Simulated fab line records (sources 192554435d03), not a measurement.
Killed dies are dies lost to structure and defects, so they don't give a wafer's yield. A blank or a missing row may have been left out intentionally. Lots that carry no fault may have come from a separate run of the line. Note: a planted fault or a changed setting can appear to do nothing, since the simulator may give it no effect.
Matching of chambers    flow n5Finfet    N5_BEOL_M1_STRIP_36 on rieDiel-06: 4 sister chambers
The step strips in N2/H2. 4 wafers are shown with their chamber, then 10 later ones without.

WAFERS PAIRED WITH THEIR CHAMBERS
wafer   chamber  throttleValvePct (%)
L084.6  0        24.20
L086.6  3        23.75
L089.1  1        23.54
L089.2  2        23.54

WAFERS WITH NO CHAMBER GIVEN
wafer   throttleValvePct (%)
L089.3  23.78
L090.2  24.17
L090.3  23.58
L090.4  23.78
L091.2  24.19
L091.3  23.80
L091.5  23.57
L092.2  23.56
L092.4  23.76
L092.6  23.57

WHICH CHAMBER EACH ONE RAN IN
wafer   from the rows above      in truth
L089.3  3                        3
L090.2  0                        0
L090.3  can't be placed: 1 or 2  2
L090.4  3                        3
L091.2  0                        0
L091.3  3                        3
L091.5  can't be placed: 1 or 2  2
L092.2  can't be placed: 1 or 2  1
L092.4  3                        3
L092.6  can't be placed: 1 or 2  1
Placed correctly: 6 of 10. Not placeable from these rows: 4 (in 4, the candidates include the true chamber). 0 placed wrongly.
How it was worked out, from the rows above alone: a wafer's distance from a chamber is the root of the sum, over the readings, of the square of ((its reading less the chamber's mean) divided by the reading's scatter). The wafer belongs to the nearest chamber; if the next one is less than 2 further off, it can't be placed. A chamber's mean is the mean of its shown wafers. The scatter (one wafer shown for each chamber): square how far every hidden wafer sits from the nearest shown wafer, average those squares and take the square root.
